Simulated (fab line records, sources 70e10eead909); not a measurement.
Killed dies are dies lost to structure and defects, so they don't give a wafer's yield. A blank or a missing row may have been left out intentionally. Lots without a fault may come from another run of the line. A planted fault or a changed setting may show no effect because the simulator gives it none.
A struck lot beside a sound one | flow nand-harc | 19 out of 1302 route steps
Sound: these wafers, L811.3, L811.4, L811.6. Struck: wafers L816.2, L816.3, L816.5. At the end, the cause is stated.
Order at every step that has rows: each side's tool, ch and its chambers, its first start. Under that, the readings that differ: sound wafers | struck wafers | difference of the means | sigmas: that difference in standard deviations of wafers without a fault.
alike: a reading whose means differ by less than 2 such deviations, as well as words and numbers matching on both sides. not compared: withheld readings; readings where some wafer has no value; bounds like >300 that might hide an equal value; numbers whose values overlap and for which the record gives no deviation.
A row with sigmas, a row that says differs or no value, or rows on one side alone: a step with any of these is where the two part. Numbers that don't overlap but have no deviation are shown without sigmas and don't part them. A reading missing from all wafers of one side parts the sides only when that side holds two or more wafers.

NHARC_P_GATE_ALD_36: deposits SiNx, target thk 20 nm, pulse time 60 s, ald cycles 223.
  sound on ald-sin-03 ch 0,1, day 5 18:39; struck on ald-sin-01 ch 0,1,2, day 7 17:28
  alike: heater-power-w, precursor-pulse-height-rel
NHARC_P_GATE_ETCHBACK_37: etches the open film in CHF3/O2, target depth 34.5 nm, time 17.2 s.
  sound: rie-diel-06 ch 1,2,3; struck: rie-diel-02 ch 2,3
  alike: drypump-motor-current-A, mfc-ar-sccm, oes-product-au, rf-vpp-V, showerhead-plenum-p-Torr, throttle-valve-pct
  not compared: rf-hours-counter-h
NHARC_P_GATE_STRIP_101: strips in O2, time 20 s.
  sound on rie-diel-06 ch 1,3, day 6 03:13; struck on rie-diel-02 ch 0,1,3, day 8 02:04
  alike: drypump-motor-current-A, mfc-ar-sccm, oes-product-au, rf-vpp-V, showerhead-plenum-p-Torr, throttle-valve-pct
  not compared: rf-hours-counter-h
then, 9 steps without rows for these wafers: NHARC_P_GATE_PRECLEAN_97 (cleans in SPM, time 600 s); NHARC_P_GATE_SRD_98; NHARC_P_GATE_PRECLEAN_99 (cleans in SC1); NHARC_P_GATE_SRD_100; NHARC_P_GATE_DEHYDRATE_38 (time 120 s); NHARC_P_GATE_HMDS_39 (time 30 s); NHARC_P_GATE_COAT_40; NHARC_P_GATE_SOFTBAKE_41 (time 95 s); NHARC_P_GATE_EBR_42.
NHARC_P_GATE_EXPOSE_43: exposes mask P NSD, target cd 720 nm.
  sound on krf-scanner-02 ch 0, day 6 03:59; struck on krf-scanner-03 ch 0, day 8 02:42
  reading | sound                   | struck                           | difference | sigmas
  mask    | P_NSD#0 P_NSD#0 P_NSD#0 | P_NSD_R1#0 P_NSD_R1#0 P_NSD_R1#0 | differs    |
then, 2 steps without rows for these wafers: NHARC_P_GATE_PEB_44 (peb time 85 s); NHARC_P_GATE_DEVELOP_45 (time 70 s).
NHARC_P_GATE_CD_MEAS_46: the cd target is 720 nm.
  sound on cd-sem-01 ch 0, day 6 04:08; struck on cd-sem-03 ch 0, day 8 02:52
  reading    | sound             | struck            | difference | sigmas
  cd-nm (nm) | 718.4 718.0 717.6 | 709.0 707.7 707.5 | -9.9       | -7
then, 1 step without rows for these wafers: NHARC_P_GATE_HARDBAKE_47 (time 80 s).
NHARC_P_GATE_DESCUM_48: chemistry O2, time 3 s.
  sound on rie-diel-13 ch 0,1,2, day 6 04:17; struck on rie-diel-06 ch 0,2,3, day 8 03:02
  reading                 | sound           | struck            | difference | sigmas
  model.P_GATE.cd-nm (nm) | 718 718.2 718.7 | 708.4 707.5 706.9 | -10.7      |
  alike: drypump-motor-current-A, mfc-ar-sccm, oes-product-au, rf-vpp-V, showerhead-plenum-p-Torr, throttle-valve-pct
  not compared: rf-hours-counter-h
next, for these wafers, 1 step has no rows: NHARC_P_GATE_IMPLANT_49.

== WHERE THEY PART ==
First at NHARC_P_GATE_EXPOSE_43; last, within this record, at NHARC_P_GATE_CD_MEAS_46. Later steps at which nothing parts them and some readings are alike: NHARC_P_GATE_DESCUM_48.

WHY: what had been put in by the simulator
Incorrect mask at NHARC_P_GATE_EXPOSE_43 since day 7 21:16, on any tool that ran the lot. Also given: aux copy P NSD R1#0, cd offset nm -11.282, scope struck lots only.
